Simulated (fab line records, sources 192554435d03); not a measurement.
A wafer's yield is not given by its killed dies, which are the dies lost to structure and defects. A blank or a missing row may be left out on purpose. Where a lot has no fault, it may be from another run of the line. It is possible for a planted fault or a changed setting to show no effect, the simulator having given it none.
fab line records ; flow n5-finfet
record lots=5; wafers=15; last-day=19
route steps=1938 shown START@1 ZERO_LAYER@2 WELL_APT@20 BEOL_M4@1111
lots that met no fault: from a run of the same line without faults
start-h: start of the lot's first displayed wafer, in hours after the record's first day ; wait-h: hours from the lot's prior step to this one ; " the same as in the row above ; L1.1+2: a single row standing in for several wafers ; - value missing, or start not given ; * or withheld: withheld ; < > ~ a bound
route shown NAME@n: a module of which the file shows steps, and the number in the route of the first ; usual: average and standard deviation across the fault-free wafers ; same: alike in all rows ; chamber/n: place in a boat ; sites: readings site by site ; _std_site: how widely they spread, as a standard deviation ; _edge_site: mean of outer sites minus mean of inner sites ; radius-mm: for every site, how far away it sits from the centre of the wafer ; mask NAME#n: copy n ; behind: the tool/chamber that last shaped the wafer ; hold: why the lot was held/for how many hours/how that ended ; device: whichever transistor did not switch (one of n, p or np) ; end of line: the tests these same wafers got at the end of their route ; a step without rows: its recipe alone ; killed: at the first sort, the dies lost to defects and structure; wafer yield is something else ; map: the dies of a wafer, with x for killed, . for not killed, _ for no die there
set.NAME: the setting that was run; set.NAME@STEP: the one run at that earlier step ; model.NAME: the simulator's own value behind a step, which no gauge read
certain route steps with their lots: each step a table, each wafer a row
services: when a tool's chamber went out of use (start-h, in hours from the record's first day, below 0 if earlier), for how many hours, and the reason
## steps
# step N5_START_INSPECT_01
# recipe inspect-instrument=unpatterned-scan; mode=incoming
# usual raw-defect-count=5.6/2.3
lot.wafer;tool;chamber;start-h;wait-h;raw-defect-count
L939.2;defect-inspect-02;-;12.03;-;6
L939.4;defect-inspect-02;-;12.03;-;6
L939.6;defect-inspect-02;-;12.03;-;8
L946.1;defect-inspect-02;-;54.03;-;1
L946.3;defect-inspect-02;-;54.03;-;7
L946.4;defect-inspect-02;-;54.03;-;9
L947.1;defect-inspect-02;-;60.03;-;4
L947.4;defect-inspect-02;-;60.03;-;6
L947.6;defect-inspect-02;-;60.03;-;2
L952.2;defect-inspect-01;-;90.03;-;5
L952.3;defect-inspect-01;-;90.03;-;5
L952.5;defect-inspect-01;-;90.03;-;8
L962.3;defect-inspect-01;-;150.03;-;8
L962.4;defect-inspect-01;-;150.03;-;4
L962.6;defect-inspect-01;-;150.03;-;5
# step N5_ZERO_LAYER_PRECLEAN_00
# recipe chemistry=SPM; time-s=600; temp-c=120; mix=4:1
# step N5_ZERO_LAYER_SRD_01
# recipe time-s=30; temp-c=23; rinse-liquid=diw; dry=n2-spin; spin-rpm=1500; dry-time-s=30
# step N5_ZERO_LAYER_PECVD_02
# recipe material=SiO2; target-thk-a=100; temp-c=400; precursor=SiH4/N2O; pressure-torr=0.75; rf-w=275; time-s=6
# usual chamber-pressure-Torr=0.7500/0.0016; heater-power-w=772/82; showerhead-plenum-p-Torr=8.19/0.18; showerhead-vpp-V=1042/32
lot.wafer;tool;chamber;start-h;wait-h;chamber-pressure-Torr;heater-power-w;showerhead-plenum-p-Torr;showerhead-vpp-V;model.SiO2_of_ZERO_LAYER_PECVD_02.thk-nm
L939.2;pecvd-01;1;12.30;0.0;0.7500;892;8.38;1054;10.03
L939.4;pecvd-01;1;12.30;0.0;0.7486;900;8.38;1038;10.1
L939.6;pecvd-01;2;12.30;0.0;0.7499;694;8.31;1026;10.32
L946.1;pecvd-02;0;54.28;0.0;0.7505;739;7.93;1158;9.912
L946.3;pecvd-02;2;54.28;0.0;0.7523;864;8.26;1089;9.859
L946.4;pecvd-02;1;54.28;0.0;0.7515;661;8.37;1054;10
L947.1;pecvd-01;1;60.29;0.0;0.7491;832;8.36;1041;9.936
L947.4;pecvd-01;2;60.29;0.0;0.7509;736;8.32;1034;10.28
L947.6;pecvd-01;1;60.29;0.0;0.7497;831;8.37;1040;10.1
L952.2;pecvd-01;2;90.28;0.0;0.7476;778;8.31;1050;19.15
L952.3;pecvd-01;1;90.28;0.0;0.7520;945;8.39;1055;19.15
L952.5;pecvd-01;1;90.28;0.0;0.7509;942;8.34;1070;10.07
L962.3;pecvd-03;0;150.30;0.0;0.7527;683;7.90;1005;9.773
L962.4;pecvd-03;1;150.30;0.0;0.7482;839;7.96;1017;9.973
L962.6;pecvd-03;0;150.30;0.0;0.7509;682;7.90;1029;10.13
# step N5_ZERO_LAYER_HMDS_04
# recipe time-s=60; temp-c=120
# step N5_ZERO_LAYER_COAT_05
# recipe spin-rpm=1500; resist-thk-nm=1000
# step N5_ZERO_LAYER_EBR_07
# recipe solvent=PGMEA; ebr-width-mm=1.5
# step N5_ZERO_LAYER_SOFTBAKE_06
# recipe temp-c=100; time-s=90
# step N5_ZERO_LAYER_EXPOSE_08
# recipe mask-id=ZERO; na=0.55; source-shape=conventional; sigma-outer=0.8; polarization=unpolarized; defocus-nm=0; target-cd-nm=2000; dose-mj=16.2
# step N5_ZERO_LAYER_PEB_09
# recipe peb-temp-c=withheld; peb-time-s=*
# step N5_ZERO_LAYER_DEVELOP_10
# recipe develop-time-s=60; rinse-liquid=diw; dry=air-spin; dev-temp-c=21
# step N5_ZERO_LAYER_HARDBAKE_23
# recipe temp-c=130; time-s=120
# step N5_ZERO_LAYER_CD_MEAS_11
# recipe target-cd-nm=2000; landing-energy-ev=500; detector=se-inlens
# usual cd-nm=1999.7/1.5
lot.wafer;tool;chamber;start-h;wait-h;cd-nm
L939.2;cd-sem-02;0;12.78;-;1998.0
L939.4;cd-sem-02;0;12.78;-;1996.9
L939.6;cd-sem-02;0;12.78;-;1998.5
L946.1;cd-sem-01;0;54.64;-;2001.4
L946.3;cd-sem-01;0;54.64;-;2002.5
L946.4;cd-sem-01;0;54.64;-;2001.0
L947.1;cd-sem-03;0;60.64;-;2001.0
L947.4;cd-sem-03;0;60.64;-;2002.0
L947.6;cd-sem-03;0;60.64;-;2000.8
L952.2;cd-sem-03;0;90.64;-;2000.2
L952.3;cd-sem-03;0;90.64;-;2000.2
L952.5;cd-sem-03;0;90.64;-;1999.9
L962.3;cd-sem-03;0;150.79;-;1999.7
L962.4;cd-sem-03;0;150.79;-;1998.8
L962.6;cd-sem-03;0;150.79;-;2000.0
# step N5_ZERO_LAYER_DESCUM_16
# recipe chemistry=O2; time-s=7.9; source-power-w=50; bias-power-w=20; pressure-mtorr=20; rf-frequency-hz=2.712e+07; temp-c=40; o2-flow-sccm=225
# usual drypump-motor-current-A=5.7/0.44; oes-product-au=0.77/0.086; rf-vpp-V=243.0/1.4; showerhead-plenum-p-Torr=2.09/0.073; throttle-valve-pct=20.51/0.19
lot.wafer;tool;chamber;start-h;wait-h;drypump-motor-current-A;oes-product-au;rf-hours-counter-h;rf-vpp-V;showerhead-plenum-p-Torr;throttle-valve-pct
L939.2;rie-diel-02;2;12.82;0.0;6.0;0.79;112;243.5;2.21;20.49
L939.4;rie-diel-02;1;12.82;0.0;6.3;0.71;227;244.5;2.15;20.50
L939.6;rie-diel-02;0;12.82;0.0;5.6;0.69;-;243.5;2.08;20.68
L946.1;rie-diel-06;3;54.68;0.0;5.5;0.72;168;241.7;2.08;20.56
L946.3;rie-diel-06;1;54.68;0.0;5.6;0.72;176;244.4;2.18;20.79
L946.4;rie-diel-06;0;54.68;0.0;5.2;0.68;231;241.8;2.07;20.51
L947.1;rie-diel-06;3;61.24;0.6;5.5;0.73;170;243.0;2.08;20.57
L947.4;rie-diel-06;1;61.24;0.6;5.6;0.73;178;244.2;2.18;20.80
L947.6;rie-diel-06;1;61.24;0.6;5.6;0.73;-;244.9;2.18;20.80
L952.2;rie-diel-03;1;90.68;0.0;6.0;0.74;197;244.5;2.16;20.48
L952.3;rie-diel-03;0;90.68;0.0;4.7;0.89;13;242.1;2.06;20.17
L952.5;rie-diel-03;3;90.68;0.0;5.5;0.67;-;242.1;1.98;20.62
L962.3;rie-diel-02;0;150.82;0.0;5.7;0.95;10;242.5;2.07;20.36
L962.4;rie-diel-02;2;150.82;0.0;6.0;0.74;154;244.8;2.19;20.56
L962.6;rie-diel-02;3;150.82;0.0;5.8;0.79;-;242.1;2.03;20.73
# step N5_ZERO_LAYER_ETCH_17
# recipe chemistry=CF4; target=SiO2; target-depth-a=120; time-s=13.3; ion-energy-ev=350; pressure-mtorr=40; source-w=450; bias-w=215; Ar_flow_sccm=100; cf4-flow-sccm=100
# usual drypump-motor-current-A=5.7/0.44; mfc-ar-sccm=100.0/0.31; oes-product-au=0.78/0.085; rf-vpp-V=948/4.4; showerhead-plenum-p-Torr=2.13/0.071; throttle-valve-pct=15.73/0.21
lot.wafer;tool;chamber;start-h;wait-h;drypump-motor-current-A;mfc-ar-sccm;oes-product-au;rf-hours-counter-h;rf-vpp-V;showerhead-plenum-p-Torr;throttle-valve-pct
L939.2;rie-diel-02;2;12.86;0.0;6.0;100.3;0.79;112;956;2.25;15.66
L939.4;rie-diel-02;1;12.86;0.0;6.3;100.2;0.71;227;952;2.20;15.77
L939.6;rie-diel-02;0;12.86;0.0;5.6;100.0;0.69;-;947;2.12;15.85
L946.1;rie-diel-06;3;54.71;0.0;5.4;99.7;0.72;168;947;2.14;15.88
L946.3;rie-diel-06;1;54.71;0.0;5.6;100.0;0.73;176;953;2.22;16.01
L946.4;rie-diel-06;0;54.71;0.0;5.2;99.5;0.69;231;947;2.12;15.81
L947.1;rie-diel-06;3;61.28;0.0;5.4;99.9;0.73;170;950;2.14;15.88
L947.4;rie-diel-06;1;61.28;0.0;5.6;100.1;0.73;178;952;2.22;16.02
L947.6;rie-diel-06;1;61.28;0.0;5.6;99.6;0.73;-;952;2.22;16.00
L952.2;rie-diel-03;1;90.71;0.0;6.1;100.0;0.74;197;952;2.21;15.73
L952.3;rie-diel-03;0;90.71;0.0;4.8;99.3;0.90;13;946;2.11;15.38
L952.5;rie-diel-03;3;90.71;0.0;5.5;100.5;0.67;-;942;2.03;15.87
L962.3;rie-diel-02;0;150.86;0.0;5.6;99.7;0.96;10;946;2.10;15.42
L962.4;rie-diel-02;2;150.86;0.0;6.0;100.4;0.74;154;954;2.23;15.74
L962.6;rie-diel-02;3;150.86;0.0;5.8;100.1;0.80;-;943;2.08;15.94
# step N5_ZERO_LAYER_ETCH_18
# recipe chemistry=HBr/Cl2; target=Si; target-depth-a=1200; time-s=40; pressure-mtorr=10; icp-w=800; bias-w=75; HBr_flow_sccm=150; Cl2_flow_sccm=80
# usual drypump-motor-current-A=6.0/0.33; oes-product-au=1.006/0.016; throttle-valve-pct=36.24/0.23
lot.wafer;tool;chamber;start-h;wait-h;drypump-motor-current-A;oes-product-au;rf-hours-counter-h;throttle-valve-pct
L939.2;rie-si-02;2;12.93;0.0;5.9;0.988;4;36.49
L939.4;rie-si-02;0;12.93;0.0;5.9;1.013;86;36.47
L939.6;rie-si-02;3;12.93;0.0;5.8;1.002;-;36.63
L946.1;rie-si-04;0;54.79;0.0;5.9;0.978;6;36.22
L946.3;rie-si-04;1;54.79;0.0;6.3;0.997;95;36.01
L946.4;rie-si-04;3;54.79;0.0;5.9;0.993;23;36.36
L947.1;rie-si-02;0;61.35;0.0;5.9;1.012;87;36.46
L947.4;rie-si-02;0;61.35;0.0;5.9;1.010;-;36.47
L947.6;rie-si-02;1;61.35;0.0;5.9;0.985;-;36.07
L952.2;rie-si-02;2;90.79;0.0;6.0;0.993;6;36.47
L952.3;rie-si-02;3;90.79;0.0;5.8;1.004;5;36.63
L952.5;rie-si-02;2;90.79;0.0;6.0;0.986;-;36.49
L962.3;rie-si-04;3;150.93;0.0;5.9;0.997;25;36.37
L962.4;rie-si-04;1;150.93;0.0;6.4;0.999;97;36.01
L962.6;rie-si-04;2;150.93;0.0;6.1;1.012;-;36.29
# step N5_ZERO_LAYER_STRIP_24
# recipe chemistry=O2; power-w=1000; temp-c=250; overash-fraction=0.3; pressure-mtorr=1000; o2-flow-sccm=6750
# usual drypump-motor-current-A=5.75/0.1; heater-power-w=342/22; oes-product-au=0.647/0.0038; strip-time-to-endpoint-s=43.86/0.12
# same overash-fraction=0.3
lot.wafer;tool;chamber;start-h;wait-h;drypump-motor-current-A;heater-power-w;oes-product-au;rf-hours-counter-h;strip-time-to-endpoint-s
L939.2;plasma-asher-02;0;13.03;0.1;5.94;357;0.650;77;43.94
L939.4;plasma-asher-02;0;13.03;0.1;5.95;345;0.647;-;43.89
L939.6;plasma-asher-02;1;13.03;0.1;5.74;304;0.647;-;43.97
L946.1;plasma-asher-01;0;54.89;0.1;5.67;360;0.642;31;43.95
L946.3;plasma-asher-01;1;54.89;0.1;5.73;337;0.654;-;43.94
L946.4;plasma-asher-01;0;54.89;0.1;5.65;362;0.651;-;43.92
L947.1;plasma-asher-01;0;61.45;0.1;5.65;369;0.651;33;43.92
L947.4;plasma-asher-01;0;61.45;0.1;5.61;365;0.642;-;43.84
L947.6;plasma-asher-01;1;61.45;0.1;5.71;345;0.643;-;43.84
L952.2;plasma-asher-01;1;90.89;0.1;5.77;354;0.646;38;43.94
L952.3;plasma-asher-01;0;90.89;0.1;5.63;368;0.645;-;43.97
L952.5;plasma-asher-01;0;90.89;0.1;5.68;360;0.651;-;43.77
L962.3;plasma-asher-01;1;151.29;0.3;5.73;343;0.653;-;43.79
L962.4;plasma-asher-01;0;151.29;0.3;5.69;362;0.646;-;43.63
L962.6;plasma-asher-01;1;151.29;0.3;5.74;336;0.649;-;43.62
# step N5_ZERO_LAYER_STRIP_19
# recipe chemistry=SPM; time-s=900; temp-c=130; h2so4-h2o2-vol-ratio=4; dry=ipa-marangoni
# step N5_ZERO_LAYER_INSPECT_20
# recipe inspect-instrument=darkfield; mode=post-clean
# usual raw-defect-count=34/15
lot.wafer;tool;chamber;start-h;wait-h;raw-defect-count
L939.2;defect-inspect-02;-;13.65;0.0;40
L939.4;defect-inspect-02;-;13.65;0.0;33
L939.6;defect-inspect-02;-;13.65;0.0;41
L946.1;defect-inspect-01;-;55.26;0.0;43
L946.3;defect-inspect-01;-;55.26;0.0;31
L946.4;defect-inspect-01;-;55.26;0.0;35
L947.1;defect-inspect-01;-;61.82;0.0;18
L947.4;defect-inspect-01;-;61.82;0.0;13
L947.6;defect-inspect-01;-;61.82;0.0;18
L952.2;defect-inspect-02;-;91.28;0.0;19
L952.3;defect-inspect-02;-;91.28;0.0;15
L952.5;defect-inspect-02;-;91.28;0.0;29
L962.3;defect-inspect-02;-;151.63;0.0;42
L962.4;defect-inspect-02;-;151.63;0.0;38
L962.6;defect-inspect-02;-;151.63;0.0;25
# step N5_WELL_APT_HMDS_01
# recipe time-s=60; temp-c=120
# step N5_WELL_APT_COAT_02
# recipe spin-rpm=1357; resist-thk-nm=950
# step N5_WELL_APT_EBR_04
# recipe solvent=PGMEA; ebr-width-mm=1.5
# step N5_WELL_APT_SOFTBAKE_03
# recipe temp-c=130; time-s=60
# step N5_WELL_APT_EXPOSE_05
# recipe mask-id=NWELL; na=0.8; source-shape=conventional; sigma-outer=0.8; polarization=unpolarized; defocus-nm=0; target-cd-nm=200; dose-mj=20.3
# step N5_WELL_APT_PEB_06
# recipe peb-temp-c=130; peb-time-s=90
# step N5_WELL_APT_DEVELOP_07
# recipe develop-time-s=45; rinse-liquid=surfactant-rinse; dry=air-spin; dev-temp-c=21
# step N5_WELL_APT_HARDBAKE_12
# recipe temp-c=130; time-s=120
# step N5_WELL_APT_CD_MEAS_08
# recipe target-cd-nm=200; landing-energy-ev=500; detector=se-inlens
# usual cd-nm=199.6/1.3
lot.wafer;tool;chamber;start-h;wait-h;cd-nm
L939.2;cd-sem-02;0;14.08;-;198.1
L939.4;cd-sem-02;0;14.08;-;198.4
L939.6;cd-sem-02;0;14.08;-;198.8
L946.1;cd-sem-03;0;55.69;-;200.4
L946.3;cd-sem-03;0;55.69;-;199.0
L946.4;cd-sem-03;0;55.69;-;198.9
L947.1;cd-sem-03;0;62.24;-;199.5
L947.4;cd-sem-03;0;62.24;-;199.3
L947.6;cd-sem-03;0;62.24;-;198.2
L952.2;cd-sem-02;0;91.70;-;198.8
L952.3;cd-sem-02;0;91.70;-;198.7
L952.5;cd-sem-02;0;91.70;-;198.7
L962.3;cd-sem-01;0;151.94;-;199.5
L962.4;cd-sem-01;0;151.94;-;197.7
L962.6;cd-sem-01;0;151.94;-;199.8
# step N5_WELL_APT_OVL_MEAS_09
# recipe points-per-wafer=44
# usual NWELL_OVL=0/4.8
lot.wafer;tool;chamber;start-h;wait-h;NWELL_OVL[nm]
L939.2;overlay-02;0;14.10;0.0;4
L939.4;overlay-02;0;14.10;0.0;3
L939.6;overlay-02;0;14.10;0.0;-1
L946.1;overlay-01;0;55.72;0.0;-2
L946.3;overlay-01;0;55.72;0.0;-2
L946.4;overlay-01;0;55.72;0.0;5
L947.1;overlay-01;0;62.27;0.0;0
L947.4;overlay-01;0;62.27;0.0;0
L947.6;overlay-01;0;62.27;0.0;-4
L952.2;overlay-02;0;91.73;0.0;4
L952.3;overlay-02;0;91.73;0.0;-6
L952.5;overlay-02;0;91.73;0.0;-5
L962.3;overlay-01;0;151.96;0.0;7
L962.4;overlay-01;0;151.96;0.0;0
L962.6;overlay-01;0;151.96;0.0;8
# step N5_WELL_APT_INSPECT_10
# recipe mode=adi; inspect-instrument=macro
# usual raw-defect-count=1.9/1.4
lot.wafer;tool;chamber;start-h;wait-h;raw-defect-count
L939.2;defect-inspect-01;-;14.13;0.0;4
L939.4;defect-inspect-01;-;14.13;0.0;3
L939.6;defect-inspect-01;-;14.13;0.0;2
L946.1;defect-inspect-01;-;55.74;0.0;0
L946.3;defect-inspect-01;-;55.74;0.0;3
L946.4;defect-inspect-01;-;55.74;0.0;2
L947.1;defect-inspect-01;-;62.30;0.0;4
L947.4;defect-inspect-01;-;62.30;0.0;1
L947.6;defect-inspect-01;-;62.30;0.0;0
L952.2;defect-inspect-02;-;91.76;0.0;2
L952.3;defect-inspect-02;-;91.76;0.0;3
L952.5;defect-inspect-02;-;91.76;0.0;1
L962.3;defect-inspect-01;-;151.99;0.0;5
L962.4;defect-inspect-01;-;151.99;0.0;4
L962.6;defect-inspect-01;-;151.99;0.0;0
# step N5_WELL_APT_DESCUM_13
# recipe chemistry=O2; time-s=7.9; source-power-w=50; bias-power-w=20; pressure-mtorr=20; rf-frequency-hz=2.712e+07; temp-c=40; o2-flow-sccm=225
# usual drypump-motor-current-A=5.9/0.47; oes-product-au=0.79/0.083; rf-vpp-V=243.6/1.1; showerhead-plenum-p-Torr=2.12/0.054; throttle-valve-pct=20.49/0.16
lot.wafer;tool;chamber;start-h;wait-h;drypump-motor-current-A;oes-product-au;rf-hours-counter-h;rf-vpp-V;showerhead-plenum-p-Torr;throttle-valve-pct
L939.2;rie-diel-05;1;14.41;0.3;6.6;0.83;86;243.1;2.12;20.21
L939.4;rie-diel-05;2;14.41;0.3;6.0;0.77;145;244.6;2.19;20.68
L939.6;rie-diel-05;1;14.41;0.3;6.6;0.85;-;243.1;2.12;20.20
L946.1;rie-diel-01;1;56.26;0.5;5.7;0.80;124;244.4;2.11;20.63
L946.3;rie-diel-01;2;56.26;0.5;5.0;0.72;199;244.0;2.17;20.33
L946.4;rie-diel-01;0;56.26;0.5;6.5;0.95;7;242.8;2.06;20.26
L947.1;rie-diel-01;2;62.49;0.2;5.0;0.71;201;244.0;2.17;20.31
L947.4;rie-diel-01;0;62.49;0.2;6.5;0.95;10;242.2;2.06;20.26
L947.6;rie-diel-01;0;62.49;0.2;6.5;0.94;-;242.3;2.06;20.26
L952.2;rie-diel-01;0;91.97;0.2;6.5;0.93;20;244.1;2.05;20.28
L952.3;rie-diel-01;1;91.97;0.2;5.6;0.79;137;244.4;2.11;20.64
L952.5;rie-diel-01;0;91.97;0.2;6.5;0.92;-;242.6;2.05;20.27
L962.3;rie-diel-05;0;152.02;0.0;5.7;0.84;63;245.1;2.21;20.50
L962.4;rie-diel-05;0;152.02;0.0;5.7;0.83;-;244.5;2.21;20.51
L962.6;rie-diel-05;1;152.02;0.0;6.6;0.79;-;242.6;2.10;20.27
# step N5_WELL_APT_IMPLANT_14
# recipe species=P; energy-kev=160; dose-cm2=1.5e+13; tilt-deg=0; rotation-deg=0
# step N5_WELL_APT_IMPLANT_15
# recipe species=As; energy-kev=25; dose-cm2=1.5e+13; tilt-deg=0; rotation-deg=0
# step N5_BEOL_M4_RC_MEAS_101
# usual CJ_N=4.34/0.079; CJ_P=5.82/0.15; DIBL_N=36.6/1.3; DIBL_P=36.4/1.4; IOFF_N=0.167/0.023; IOFF_P=0.219/0.029; ION_N=678/8.7; ION_P=464/6.4; RS_PWELL=3004/22; SS_N=71.5/0.53; SS_P=73.4/0.57; VT_N=248.5/2.8; VT_P=-249/3.1
lot.wafer;tool;chamber;start-h;wait-h;CJ_N;CJ_P;DIBL_N[mV/V];DIBL_P[mV/V];IOFF_N[nA/um];IOFF_P[nA/um];ION_N[uA/um];ION_P[uA/um];RS_PWELL[ohm/sq];SS_N[mV/dec];SS_P[mV/dec];VT_N[mV];VT_P[mV]
L939.2;prober-01;0;185.34;0.2;4.31;5.96;35.0;34.2;0.146;0.178;678;458;3028;70.6;72.8;248.1;-253
L939.4;prober-01;0;185.34;0.2;4.17;5.82;35.9;35.7;0.161;0.206;684;465;2996;71.0;73.3;246.9;-250
L939.6;prober-01;0;185.34;0.2;4.31;5.77;36.5;35.7;0.169;0.199;686;461;3029;71.4;72.8;247.2;-250
L946.1;prober-01;0;233.01;0.0;4.47;5.91;36.1;36.4;0.144;0.185;669;459;3038;71.2;73.2;250.8;-252
L946.3;prober-01;0;233.01;0.0;4.41;5.71;37.5;37.8;0.161;0.192;678;457;3031;71.9;74.0;248.4;-252
L946.4;prober-01;0;233.01;0.0;4.45;5.84;37.0;37.1;0.152;0.184;675;453;3008;71.7;73.7;247.8;-255
L947.1;prober-02;0;254.65;0.0;4.30;5.89;36.8;36.3;0.165;0.234;671;467;2997;71.4;73.5;247.1;-247
L947.4;prober-02;0;254.65;0.0;4.26;5.48;35.0;33.9;0.125;0.193;664;457;2996;71.2;72.1;252.8;-247
L947.6;prober-02;0;254.65;0.0;4.34;5.91;35.5;34.7;0.141;0.202;676;466;2982;71.0;72.3;249.9;-247
L952.2;prober-01;0;305.21;0.2;4.94;4.27;35.4;37.4;0.152;0.204;665;453;3113;71.7;73.7;249.6;-252
L952.3;prober-01;0;305.21;0.2;4.94;4.11;36.0;39.3;0.180;0.225;671;457;3156;72.2;74.1;247.6;-251
L952.5;prober-01;0;305.21;0.2;4.40;5.79;36.1;37.4;0.176;0.202;665;452;3031;72.1;73.8;249.8;-252
L962.3;prober-02;0;351.72;0.3;4.17;5.88;36.3;37.9;0.161;0.207;675;468;3017;71.6;72.9;251.6;-251
L962.4;prober-02;0;351.72;0.3;4.28;5.86;34.9;35.4;0.138;0.168;667;456;2983;71.0;71.8;251.8;-255
L962.6;prober-02;0;351.72;0.3;4.21;6.11;35.5;36.8;0.152;0.197;676;461;2955;70.6;72.7;248.2;-250
## services
tool;chamber;start-h;hours;kind
pecvd-02;-;-3.91;0.7;repair
rie-diel-01;2;7.11;1.4;repair
rie-diel-03;0;17.61;9.8;repair
rie-diel-06;-;23.74;1.3;repair
pecvd-02;2;28.41;9.7;repair
rie-diel-06;0;28.99;6.7;repair
rie-diel-01;-;31.91;2.8;pm
pecvd-01;-;42.77;2.8;pm
pecvd-03;2;51.03;6.6;repair
rie-si-02;3;57.00;9.9;repair
pecvd-02;-;57.39;1.4;repair
rie-diel-02;1;86.29;-;clean
rie-diel-02;1;86.29;-;consumable-replace:focus-ring
rie-diel-02;1;86.29;15.5;scheduled-down
rie-diel-02;1;86.29;15.5;vent-cycle
rie-diel-03;1;92.93;14.9;repair
rie-diel-02;0;102.04;-;clean
plasma-asher-01;-;117.89;8.2;repair
rie-diel-06;2;125.76;11.1;repair
rie-diel-05;-;132.88;14.6;pm
pecvd-02;-;139.06;14.6;pm
rie-si-02;-;142.08;2.8;pm
rie-diel-03;1;145.19;1.6;repair
plasma-asher-02;-;146.07;28.1;pm
## key
first-sign step=N5_BEOL_M4_RC_MEAS_101; reading=CJ_P; direction=down; sigmas=11; usual=5.82; struck=4.19
effect step=N5_BEOL_M4_RC_MEAS_101; reading=CJ_N; direction=up; sigmas=7.7; usual=4.34; struck=4.94
effect step=N5_BEOL_M4_RC_MEAS_101; reading=RS_PWELL; direction=up; sigmas=5.9; usual=3004; struck=3134
model-effect step=N5_ZERO_LAYER_PECVD_02; value=SiO2_of_ZERO_LAYER_PECVD_02.thk-nm; without=10.11; struck=19.15
met-at N5_ZERO_LAYER_PECVD_02
struck-wafers L952.2,L952.3
onset-between 60.29 90.28
fault kind=process-parameter-drift; tool=pecvd-01; chamber=-; onset-h=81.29; steps=N5_ZERO_LAYER_PECVD_02; channel=time-s; offset=*; shape=step; end-h=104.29; scope=struck-wafers-only; acts-in=*; stated=*
